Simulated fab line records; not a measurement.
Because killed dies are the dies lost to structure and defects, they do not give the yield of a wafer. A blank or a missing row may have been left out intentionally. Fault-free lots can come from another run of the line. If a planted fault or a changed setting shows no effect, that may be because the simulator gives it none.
Chamber matching -- flow n5-finfet -- N5_BEOL_M13_ILD_DEP_00 on pecvd-01: 3 sister chambers
The step deposits SiOC from DEMS/O2, target thk 837.92 nm, time 166.4 s. 3 wafers are shown with their chamber, then 8 later ones without.

## EACH WAFER AND ITS CHAMBER
wafer,chamber,throttle-valve-pct (%)
L080.4,1,14.3
L084.5,2,12.2
L087.2,0,12.0

## WAFERS WITHOUT THEIR CHAMBER
wafer,throttle-valve-pct (%)
L087.3,14.2
L087.5,12.2
L088.1,11.6
L088.4,12.0
L088.5,13.9
L094.1,12.3
L094.5,14.0
L094.6,12.3

## WHICH CHAMBER EACH ONE RAN IN
wafer,from the rows above,in truth
L087.3,1,1
L087.5,can't be placed: 2 or 0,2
L088.1,can't be placed: 0 or 2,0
L088.4,can't be placed: 0 or 2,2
L088.5,1,1
L094.1,can't be placed: 2 or 0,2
L094.5,1,1
L094.6,can't be placed: 2 or 0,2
Correct placement for 3 of the 8. Unplaceable from these rows: 5, with the true chamber sitting among the candidates in 5. 0 placed wrongly.
How it was worked out, from the rows above alone: a wafer's distance from a chamber is the root of the sum, over the readings, of the square of ((its reading less the chamber's mean) divided by the reading's scatter). If the next closest chamber is less than 2 further off than the closest, the wafer can't be placed; otherwise it belongs to the closest. A chamber's mean is the mean of its shown wafers. The scatter (one wafer shown for each chamber): square how far every hidden wafer sits from the nearest shown wafer, average those squares and take the square root.
